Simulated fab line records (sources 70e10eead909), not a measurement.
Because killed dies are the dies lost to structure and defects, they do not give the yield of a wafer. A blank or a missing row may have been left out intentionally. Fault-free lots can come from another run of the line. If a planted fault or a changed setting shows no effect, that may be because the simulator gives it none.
Comparing a struck lot with a sound one	flow nand_harc	15 out of 1302 route steps
Sound: the wafers L757.1, L757.5, L757.6. Wafers struck: L758.3, L758.5, L758.6. The cause is given at the end.
Each step with rows lists, per side, the tool, then ch with its chambers, then its first start. Under that, the readings that differ: sound wafers	struck wafers	difference of the means	sigmas: that difference in standard deviations of wafers without a fault.
alike: readings with means less than 2 such deviations apart, plus words and numbers identical on both sides. not compared: withheld readings, readings lacking a value on some wafer, bounds such as >300 that could conceal the same value, and numbers that have no deviation in the record and whose values overlap.
A row with sigmas, a row that says differs or no value, or rows on one side alone: a step with any of these is where the two part. Numbers that have no deviation but don't overlap get no sigmas and don't part them. A reading missing from all wafers of one side parts the sides only when that side holds two or more wafers.

first, 9 steps without rows for these wafers: NHARC_P_GATE_STRIP_50 (strips in SPM, time 900 s); NHARC_P_GATE_DEHYDRATE_51 (time 120 s); NHARC_P_GATE_HMDS_52 (time 30 s); NHARC_P_GATE_COAT_53; NHARC_P_GATE_SOFTBAKE_54 (time 95 s); NHARC_P_GATE_EBR_55; NHARC_P_GATE_EXPOSE_56 (exposes mask P PSD, target cd 720 nm); NHARC_P_GATE_PEB_57 (peb time 85 s); NHARC_P_GATE_DEVELOP_58 (time 70 s).
NHARC_P_GATE_CD_MEAS_59: target cd 720 nm.
  sound on cd_sem-02 ch 0, day 10 01:43; struck on cd_sem-01 ch 0, day 10 16:52
  alike: cd_nm
then, 1 step without rows for these wafers: NHARC_P_GATE_HARDBAKE_60 (time 80 s).
NHARC_P_GATE_DESCUM_61: chemistry O2, time 3 s.
  sound on rie_diel-01 ch 0,3, day 10 01:52; struck on rie_diel-10 ch 0,1, day 10 17:02
  alike: drypump_motor_current_A, oes_product_au, rf_vpp_V, showerhead_plenum_p_Torr, throttle_valve_pct
  not compared: rf_hours_counter_h
NHARC_P_GATE_IMPLANT_62:
  sound on implanter-01 ch 0, day 10 02:01; struck on implanter-02, day 10 17:14
  no value came back on the struck wafers for beam_energy_keV, beam_on_s (s); on the sound wafers beam_energy_keV reads 20.008 20.000 20.004
NHARC_P_GATE_STRIP_112: strips in N2/H2, time 200 s.
  sound on plasma_asher-02 ch 0,1, day 10 02:19; struck on plasma_asher-02 ch 0,1, day 10 17:31
  alike: drypump_motor_current_A, heater_power_w
  not compared: rf_hours_counter_h
-- record jumps: 19 days between struck wafers' starts before vs after; left off in module P_GATE, resumes in module END, first step shown is number 1302 of the route --
NHARC_END_SORT_01:
  sound on prober-01 ch 0, day 28 11:08; struck on prober-01 ch 0, day 29 10:56
reading	sound	struck	difference	sigmas
killed_at_periphery	8 2 3	611 630 626	+618	+99 or more
killed_dies	63 58 58	677 677 677	+617	+32
  alike: killed_at_array, killed_at_other, killed_open, killed_short

## WHERE THEY PART
Last at NHARC_END_SORT_01 as far as this record goes, first at NHARC_P_GATE_IMPLANT_62.

WHY: what had been put in by the simulator
At NHARC_P_GATE_IMPLANT_62, the step was skipped entirely on implanter-02 from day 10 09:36 on. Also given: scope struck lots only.
